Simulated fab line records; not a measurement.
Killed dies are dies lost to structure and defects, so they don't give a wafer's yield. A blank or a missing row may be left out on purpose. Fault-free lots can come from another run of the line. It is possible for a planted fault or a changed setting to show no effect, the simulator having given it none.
fab line records -- flow n5_finfet
record lots=7, wafers=39
route steps=1938 shown DUMMY_GATE@246 SD_EPI_P@321
start_h: hours from the record's first day to the start of the lot's first wafer shown -- wait_h: hours from the lot's prior step to this one -- " repeats the value in the row above -- L1.1+2: a single row standing in for several wafers -- - no value present, or no start provided -- * or withheld: withheld -- < > ~ a bound
route shown NAME@n: NAME is a module with steps in the file, n the number in the route of the first one -- usual: the fault-free wafers' mean and standard deviation -- same: alike in all rows -- chamber/n: place in a boat -- sites: readings site by site -- _std_site: the standard deviation of these -- _edge_site: inner sites' mean taken away from outer sites' mean -- radius_mm: for every site, how far away it sits from the centre of the wafer -- mask NAME#n: copy n -- behind: the tool/chamber that last shaped the wafer -- hold: reason for holding the lot/hours on hold/outcome of the hold -- device: transistor that didn't switch, given as n, p or np -- end of line: tests of these same wafers at the route's end -- a step given without rows: its recipe and nothing more -- killed: at the first sort, the dies lost to defects and structure; wafer yield is something else -- map: dies across one wafer; x = killed, . = not, _ = none there
set.NAME: setting as actually run; set.NAME@STEP: the setting as run at that earlier step -- model.NAME: the simulator's own value behind a step, which no gauge read
lots run with intentionally changed settings; tables by step, rows by wafer
## steps
# step N5_DUMMY_GATE_ETCH_32
# recipe chemistry=CF4, target=SiO2, target_depth_a=35, time_s=3.9, ion_energy_ev=350, pressure_mtorr=10, icp_w=800, bias_w=400, cf4_flow_sccm=80
lot.wafer,tool,chamber,start_h,wait_h,set.time_s,model.etch.depth_nm
L076.1,rie_si-05,2,59.35,0.1,3.9,3.519
L076.2,rie_si-05,1,59.35,0.1,3.9,3.472
L076.3,rie_si-05,3,59.35,0.1,3.9,3.513
L082.1,rie_si-05,0,94.07,0.1,4.159,3.732
L082.2,rie_si-05,1,94.07,0.1,3.9,3.516
L082.3,rie_si-05,3,94.07,0.1,3.9,3.536
L082.4,rie_si-05,2,94.07,0.1,3.9,3.535
L082.5,rie_si-05,3,94.07,0.1,4.159,3.76
L082.6,rie_si-05,2,94.07,0.1,4.159,3.765
L083.1,rie_si-06,1,100.40,0.1,3.9,3.538
L083.2,rie_si-06,3,100.40,0.1,3.9,3.552
L083.3,rie_si-06,0,100.40,0.1,3.9,3.512
L083.4,rie_si-06,2,100.40,0.1,3.9,3.589
L083.5,rie_si-06,0,100.40,0.1,3.9,3.523
L083.6,rie_si-06,3,100.40,0.1,3.9,3.546
L086.1,rie_si-04,0,122.04,0.1,3.9,3.53
L086.2,rie_si-04,3,122.04,0.1,3.9,3.495
L086.3,rie_si-04,1,122.04,0.1,3.9,3.595
L086.4,rie_si-04,2,122.04,0.1,3.9,3.602
L086.5,rie_si-04,2,122.04,0.1,3.9,3.607
L086.6,rie_si-04,1,122.04,0.1,3.9,3.582
L087.1,rie_si-06,1,127.40,0.1,3.9,3.536
L087.2,rie_si-06,0,127.40,0.1,4.752,4.228
L087.3,rie_si-06,3,127.40,0.1,3.9,3.499
L087.4,rie_si-06,2,127.40,0.1,4.752,4.312
L087.5,rie_si-06,2,127.40,0.1,3.9,3.548
L087.6,rie_si-06,3,127.40,0.1,4.752,4.308
L088.1,rie_si-06,0,130.47,0.1,3.9,3.45
L088.2+4,rie_si-06,"3,2",130.47,0.1,3.307,2.97
L088.3,rie_si-06,1,130.47,0.1,3.9,3.514
L088.5,rie_si-06,1,130.47,0.1,3.9,3.492
L088.6,rie_si-06,0,130.47,0.1,3.307,2.911
L096.1,rie_si-04,0,188.34,0.1,4.198,3.754
L096.2,rie_si-04,1,188.34,0.1,3.9,3.6
L096.3,rie_si-04,2,188.34,0.1,4.198,3.838
L096.4,rie_si-04,3,188.34,0.1,3.9,3.5
L096.5,rie_si-04,2,188.34,0.1,4.198,3.828
L096.6,rie_si-04,3,188.34,0.1,3.9,3.474
# step N5_SD_EPI_P_EPI_21
# recipe material=SiGe:B, dopant=B, temp_c=550, pressure_torr=20, ambient=H2, time_s=355
lot.wafer,tool,chamber,start_h,wait_h,set.time_s,model.SiGe-B_of_SD_EPI_P_EPI_21.thk_nm
L076.1,epi_rpcvd-04,0,66.89,0.1,355,60.6
L076.2,epi_rpcvd-04,0,66.89,0.1,355,60.8
L076.3,epi_rpcvd-04,0,66.89,0.1,355,61.6
L082.1,epi_rpcvd-04,0,103.39,0.1,408.3,66
L082.2+3,epi_rpcvd-04,0,103.39,0.1,408.3,66.6
L082.4,epi_rpcvd-04,0,103.39,0.1,355,60.4
L082.5,epi_rpcvd-04,0,103.39,0.1,355,60.6
L082.6,epi_rpcvd-04,0,103.39,0.1,355,59.6
L083.1,epi_rpcvd-04,0,109.03,0.1,395.7,64.2
L083.2,epi_rpcvd-04,0,109.03,0.1,355,59.6
L083.3+4,epi_rpcvd-04,0,109.03,0.1,355,59.4
L083.5,epi_rpcvd-04,0,109.03,0.1,395.7,64.8
L083.6,epi_rpcvd-04,0,109.03,0.1,395.7,64.4
L086.1,epi_rpcvd-02,0,144.04,0.1,355,59.6
L086.2,epi_rpcvd-02,0,144.04,0.1,321.1,55.2
L086.3,epi_rpcvd-02,0,144.04,0.1,321.1,56.2
L086.4,epi_rpcvd-02,0,144.04,0.1,355,60.2
L086.5,epi_rpcvd-02,0,144.04,0.1,355,60
L086.6,epi_rpcvd-02,0,144.04,0.1,321.1,56
L087.1,epi_rpcvd-04,0,145.13,0.2,424.2,69.6
L087.2,epi_rpcvd-04,0,145.13,0.2,355,62
L087.3,epi_rpcvd-04,0,145.13,0.2,424.2,70.4
L087.4,epi_rpcvd-04,0,145.13,0.2,424.2,69
L087.5,epi_rpcvd-04,0,145.13,0.2,355,61.6
L087.6,epi_rpcvd-04,0,145.13,0.2,355,61.8
L088.1+2+5,epi_rpcvd-02,0,150.94,0.1,355,61.4
L088.3,epi_rpcvd-02,0,150.94,0.1,355,61.6
L088.4+6,epi_rpcvd-02,0,150.94,0.1,355,61.2
L096.1,epi_rpcvd-04,0,199.16,0.1,405.2,67
L096.2,epi_rpcvd-04,0,199.16,0.1,355,60.4
L096.3,epi_rpcvd-04,0,199.16,0.1,355,61.2
L096.4,epi_rpcvd-04,0,199.16,0.1,355,60.6
L096.5,epi_rpcvd-04,0,199.16,0.1,405.2,67.6
L096.6,epi_rpcvd-04,0,199.16,0.1,405.2,66.8
# step N5_SD_EPI_P_EPI_MEAS_23
# recipe mode=xrd
# usual thk_nm=60.7/1.2
lot.wafer,tool,chamber,start_h,wait_h,set.time_s@SD_EPI_P_EPI_21,thk_nm
L076.1,film_metro-02,-,69.10,1.9,355,60.1
L076.2,film_metro-02,-,69.10,1.9,355,62.3
L076.3,film_metro-02,-,69.10,1.9,355,61.8
L082.1,film_metro-02,-,105.58,1.8,408.3,65.0
L082.2,film_metro-02,-,105.58,1.8,408.3,67.8
L082.3,film_metro-02,-,105.58,1.8,408.3,67.5
L082.4,film_metro-02,-,105.58,1.8,355,59.8
L082.5,film_metro-02,-,105.58,1.8,355,59.8
L082.6,film_metro-02,-,105.58,1.8,355,60.2
L083.1,film_metro-01,-,111.22,1.8,395.7,63.4
L083.2,film_metro-01,-,111.22,1.8,355,58.3
L083.3,film_metro-01,-,111.22,1.8,355,60.3
L083.4,film_metro-01,-,111.22,1.8,355,58.1
L083.5,film_metro-01,-,111.22,1.8,395.7,65.0
L083.6,film_metro-01,-,111.22,1.8,395.7,65.1
L086.1,film_metro-02,-,146.24,1.8,355,59.0
L086.2,film_metro-02,-,146.24,1.8,321.1,54.5
L086.3,film_metro-02,-,146.24,1.8,321.1,55.1
L086.4,film_metro-02,-,146.24,1.8,355,59.8
L086.5,film_metro-02,-,146.24,1.8,355,60.8
L086.6,film_metro-02,-,146.24,1.8,321.1,56.3
L087.1,film_metro-01,-,148.05,2.4,424.2,69.0
L087.2,film_metro-01,-,148.05,2.4,355,61.7
L087.3,film_metro-01,-,148.05,2.4,424.2,71.3
L087.4,film_metro-01,-,148.05,2.4,424.2,68.0
L087.5,film_metro-01,-,148.05,2.4,355,62.6
L087.6,film_metro-01,-,148.05,2.4,355,62.4
L088.1,film_metro-02,-,153.14,1.8,355,61.5
L088.2,film_metro-02,-,153.14,1.8,355,61.1
L088.3,film_metro-02,-,153.14,1.8,355,60.7
L088.4,film_metro-02,-,153.14,1.8,355,61.7
L088.5,film_metro-02,-,153.14,1.8,355,61.7
L088.6,film_metro-02,-,153.14,1.8,355,62.5
L096.1,film_metro-01,-,201.37,1.9,405.2,66.9
L096.2,film_metro-01,-,201.37,1.9,355,60.6
L096.3,film_metro-01,-,201.37,1.9,355,61.4
L096.4,film_metro-01,-,201.37,1.9,355,60.1
L096.5,film_metro-01,-,201.37,1.9,405.2,67.2
L096.6,film_metro-01,-,201.37,1.9,405.2,68.2
## key
split step=N5_DUMMY_GATE_ETCH_32, setting=time_s, stated=3.9, by=wafer
response step=N5_DUMMY_GATE_ETCH_32, reading=model.etch.depth_nm, change=+0.0348, per=1%, r=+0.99
split step=N5_SD_EPI_P_EPI_21, setting=time_s, stated=355, by=wafer
response step=N5_SD_EPI_P_EPI_21, reading=model.SiGe-B_of_SD_EPI_P_EPI_21.thk_nm, change=+0.422, per=1%, r=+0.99
response step=N5_SD_EPI_P_EPI_MEAS_23, reading=thk_nm, change=*, per=1%, r=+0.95
